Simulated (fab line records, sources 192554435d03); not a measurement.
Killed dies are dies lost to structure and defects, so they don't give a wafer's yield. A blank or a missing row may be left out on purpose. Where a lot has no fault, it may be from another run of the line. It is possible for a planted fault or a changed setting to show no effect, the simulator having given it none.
Split-lot trial + flow n5-finfet + route with 1938 steps; 7 lots, 21 wafers read

== THE SPLIT ITSELF ==
At N5_BEOL_M12_SPUTTER_44 (material Ta, target thk 10 nm, time 16.13 s), the setting time-s was moved away from the recipe's 16.13 s on 9 of the 21 wafers read, by -12.7% to +14.8%. All remaining wafers had this setting at the recipe value.

The reading is taken at the split's own step.

== THE READING ==
Ta_of_BEOL_M12_SPUTTER_44.thk-nm (the simulator's own value, which no gauge read), in nm, at N5_BEOL_M12_SPUTTER_44 (material Ta, target thk 10 nm, time 16.13 s). The file gives no usual value for it. The 12 wafers here that ran the recipe average 9.9 nm, standard deviation 0.13 nm.

| wafer  | tool, chamber at the split | time-s as run, s | against the recipe | Ta_of_BEOL_M12_SPUTTER_44.thk-nm, nm | against lot-mates on the recipe |
|--------|----------------------------|------------------|--------------------|--------------------------------------|---------------------------------|
| L077.1 | pvd-sputter-01, -          | 14.08            | -12.7%             | 8.8                                  | no lot-mate on the recipe       |
| L077.2 | pvd-sputter-01, -          | 14.08            | -12.7%             | 8.8                                  | no lot-mate on the recipe       |
| L077.6 | pvd-sputter-01, -          | 14.08            | -12.7%             | 8.8                                  | no lot-mate on the recipe       |
| L081.1 | pvd-sputter-03, -          | 16.13            | recipe             | 10.2                                 | -                               |
| L081.3 | pvd-sputter-03, -          | 14.93            | -7.4%              | 9.4                                  | -0.7                            |
| L081.4 | pvd-sputter-03, -          | 16.13            | recipe             | 10                                   | -                               |
| L084.1 | pvd-sputter-02, -          | 16.13            | recipe             | 9.8                                  | -                               |
| L084.5 | pvd-sputter-02, -          | 16.13            | recipe             | 9.8                                  | -                               |
| L084.2 | pvd-sputter-02, -          | 17.73            | +9.9%              | 11                                   | +1.2                            |
| L085.1 | pvd-sputter-03, -          | 16.13            | recipe             | 9.8                                  | -                               |
| L085.4 | pvd-sputter-03, -          | 16.13            | recipe             | 9.8                                  | -                               |
| L085.3 | pvd-sputter-03, -          | 17.8             | +10.4%             | 11                                   | +1.2                            |
| L088.2 | pvd-sputter-02, -          | 18.52            | +14.8%             | 11.4                                 | +1.4                            |
| L088.5 | pvd-sputter-02, -          | 18.52            | +14.8%             | 11.6                                 | +1.6                            |
| L088.6 | pvd-sputter-02, -          | 16.13            | recipe             | 10                                   | -                               |
| L096.1 | pvd-sputter-02, -          | 17.11            | +6.1%              | 10.4                                 | +0.4                            |
| L096.3 | pvd-sputter-02, -          | 16.13            | recipe             | 10                                   | -                               |
| L096.4 | pvd-sputter-02, -          | 16.13            | recipe             | 10                                   | -                               |
| L097.1 | pvd-sputter-01, -          | 16.13            | recipe             | 10                                   | -                               |
| L097.3 | pvd-sputter-01, -          | 16.13            | recipe             | 9.8                                  | -                               |
| L097.6 | pvd-sputter-01, -          | 16.13            | recipe             | 9.8                                  | -                               |

FIT RESULTS
A straight line over all 21 wafers: Ta_of_BEOL_M12_SPUTTER_44.thk-nm changes by +0.0964 nm for each +1% of time-s; r = +0.99; the points scatter about the line by 0.13 nm.
The same after taking each lot's own level away (the mean of its wafers on the recipe; 18 wafers): +0.103 nm for each +1%; r = +0.99; scatter 0.1 nm.
On that fit, the largest move of time-s shifts the reading by 1.5 nm.
Measured against the standard deviation above, the lots' own levels, which go from 9.80 to 10.10 nm, span 2.3 times it.
Consequently the slope shifts little with the lot-to-lot level, the two slopes agreeing.
Check: with one of the wafers moved furthest among these (+14.8%) left out of the fit, the line predicts +1.59 nm for it against its lot-mates. Against them it came out at +1.4 nm.

== THESE WAFERS: OTHER SPLITS ==
These wafers also went through other splits before the reading. Each is held against what the fit with the lots' levels taken away leaves over:
| other split on the same wafers | wafers away from the commonest value | r with Ta_of_BEOL_M12_SPUTTER_44.thk-nm (lot level and that fit taken away) |
|--------------------------------|--------------------------------------|-----------------------------------------------------------------------------|
| N5_BEOL_M8_ILD_DEP_00 time-s   | 5                                    | -0.41                                                                       |
| N5_BEOL_M8_DESCUM_16 time-s    | 8                                    | -0.17                                                                       |
| N5_BEOL_M9_DESCUM_16 time-s    | 7                                    | +0.06                                                                       |
| N5_BEOL_M9_COAT_22 spin-rpm    | 8                                    | +0.33                                                                       |
| N5_BEOL_M9_ALD_74 ald-cycles   | 7                                    | -0.33                                                                       |
| N5_BEOL_M11_PECVD_70 time-s    | 4                                    | +0.05                                                                       |
| N5_BEOL_M11_EXPOSE_08 dose-mj  | 4                                    | -0.50                                                                       |

== FILE'S OWN FIT ==
Ta_of_BEOL_M12_SPUTTER_44.thk-nm changes by +0.105 nm for each +1% of time-s, r = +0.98.
